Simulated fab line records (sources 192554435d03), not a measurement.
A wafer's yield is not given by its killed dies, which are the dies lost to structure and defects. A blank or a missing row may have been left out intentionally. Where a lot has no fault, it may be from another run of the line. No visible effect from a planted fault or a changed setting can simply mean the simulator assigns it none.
Matching of chambers | flow n5-finfet | rie-diel-05 running N5_BEOL_M2_ETCH_63: 4 sister chambers
The step etches SiARC in CF4, target depth 15.6 nm, time 26 s. 22 wafers are shown with their chamber, then 11 later ones without.

EACH WAFER AND ITS CHAMBER
wafer  | chamber | drypump-motor-current-A (A) | showerhead-plenum-p-Torr (Torr) | etch-rf-on-time-s (s)
L074.1 | 1       | 5.6                         | 2.23                            | 26.0
L074.2 | 2       | 5.2                         | 2.19                            | 27.5
L074.3 | 3       | 5.1                         | 2.17                            | 25.9
L075.1 | 0       | 5.4                         | 2.10                            | 24.0
L075.4 | 2       | 5.1                         | 2.19                            | 27.5
L075.6 | 0       | 5.4                         | 2.09                            | 23.9
L077.4 | 2       | 5.1                         | 2.18                            | 26.9
L077.5 | 0       | 5.4                         | 2.09                            | 23.8
L077.6 | 1       | 5.6                         | 2.23                            | 25.7
L082.1 | 3       | 5.1                         | 2.16                            | 25.7
L082.4 | 3       | 5.1                         | 2.16                            | 26.0
L082.6 | 0       | 5.4                         | 2.09                            | 24.5
L084.1 | 1       | 5.6                         | 2.23                            | 26.2
L084.4 | 1       | 5.6                         | 2.23                            | 26.2
L084.6 | 3       | 5.1                         | 2.16                            | 26.0
L087.2 | 1       | 5.6                         | 2.22                            | 26.1
L087.3 | 0       | 5.4                         | 2.08                            | 24.4
L087.4 | 2       | 5.1                         | 2.18                            | 25.9
L088.3 | 1       | 5.6                         | 2.22                            | 26.1
L088.4 | 0       | 5.4                         | 2.08                            | 24.7
L088.5 | 0       | 5.4                         | 2.08                            | 24.7
L089.2 | 2       | 5.1                         | 2.18                            | 25.9

SIGNATURES (means of the wafers above)
reading                  | chamber 0 | chamber 1 | chamber 2 | chamber 3 | scatter within a chamber
drypump-motor-current-A  | 5.400     | 5.600     | 5.120     | 5.100     | 0.0211
showerhead-plenum-p-Torr | 2.0871    | 2.2267    | 2.1840    | 2.1625    | 0.00611
etch-rf-on-time-s        | 24.286    | 26.050    | 26.740    | 25.900    | 0.453
Rule: distance of a wafer from a chamber = root of the sum over the readings of ((wafer's reading minus chamber's mean) / reading's scatter) squared. If the next closest chamber is less than 2 further off than the closest, the wafer can't be placed; otherwise it belongs to the closest. The scatter is the square root of a quotient: the sum, over the shown wafers, of each reading's squared deviation from its chamber's mean, divided by wafers minus chambers.

WAFERS WITHOUT THEIR CHAMBER
wafer  | drypump-motor-current-A (A) | showerhead-plenum-p-Torr (Torr) | etch-rf-on-time-s (s)
L089.4 | 5.1                         | 2.16                            | 25.9
L089.5 | 5.2                         | 2.18                            | 25.9
L091.1 | 5.1                         | 2.16                            | 26.0
L091.5 | 5.6                         | 2.22                            | 25.4
L091.6 | 5.2                         | 2.18                            | 26.0
L092.1 | 5.4                         | 2.08                            | 24.2
L092.3 | 5.6                         | 2.22                            | 25.9
L092.4 | 5.2                         | 2.18                            | 26.4
L097.2 | 5.1                         | 2.17                            | 26.3
L097.5 | 5.2                         | 2.17                            | 26.2
L097.6 | 5.6                         | 2.21                            | 25.5

CHAMBER TAKEN BY EACH
wafer  | from the rows above     | in truth
L089.4 | 3                       | 3
L089.5 | can't be placed: 2 or 3 | 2
L091.1 | 3                       | 3
L091.5 | 1                       | 1
L091.6 | can't be placed: 2 or 3 | 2
L092.1 | 0                       | 0
L092.3 | 1                       | 1
L092.4 | can't be placed: 2 or 3 | 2
L097.2 | can't be placed: 3 or 2 | 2
L097.5 | can't be placed: 2 or 3 | 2
L097.6 | 1                       | 1
Correctly placed: 6 of 11. From these rows, 5 cannot be placed; in 5 the true chamber is one of the candidates. Number placed wrongly: 0.
